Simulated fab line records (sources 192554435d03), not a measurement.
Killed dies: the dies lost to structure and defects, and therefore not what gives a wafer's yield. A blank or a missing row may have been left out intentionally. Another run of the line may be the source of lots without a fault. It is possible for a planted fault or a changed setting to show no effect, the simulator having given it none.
Matching of chambers -- flow n5Finfet -- N5_MOL_CONTACT_COAG_CMP_52 on cmp-01: 4 sister chambers
The step polishes, stops on SiO2, t overpolish 1.5 s, target thk 66.5 nm. 4 wafers are shown with their chamber, then 9 later ones without.

## WAFERS PAIRED WITH THEIR CHAMBERS
wafer,chamber,motorCurrentA (A)
L084.6,0,13.6
L086.5,2,10.9
L089.3,3,10.6
L089.5,1,12.7

## WAFERS WHOSE CHAMBER IS MISSING
wafer,motorCurrentA (A)
L092.2,11.9
L092.4,13.0
L092.6,11.4
L093.1,11.1
L093.4,11.2
L093.5,10.9
L093.2,13.3
L093.3,12.9
L093.6,11.1

## CHAMBER TAKEN BY EACH
wafer,from the rows above,in truth
L092.2,can't be placed: 1 or 2 or 3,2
L092.4,can't be placed: 1 or 0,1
L092.6,can't be placed: 2 or 3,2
L093.1,can't be placed: 2 or 3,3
L093.4,can't be placed: 2 or 3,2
L093.5,can't be placed: 2 or 3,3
L093.2,can't be placed: 0 or 1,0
L093.3,can't be placed: 1 or 0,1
L093.6,can't be placed: 2 or 3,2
Correctly placed: 0 of 9. These rows do not allow placing 9 (true chamber among the candidates in 9). 0 placed wrongly.
How it was worked out, from the rows above alone: a wafer's distance from a chamber is the root of the sum, over the readings, of the square of ((its reading less the chamber's mean) divided by the reading's scatter). The wafer belongs to the nearest chamber; if the next one is less than 2 further off, it can't be placed. For every chamber, the mean is computed from those of its wafers that are shown. The scatter: with one shown wafer a chamber, the root of the mean of the squares of how far each hidden wafer lies from its nearest shown one.
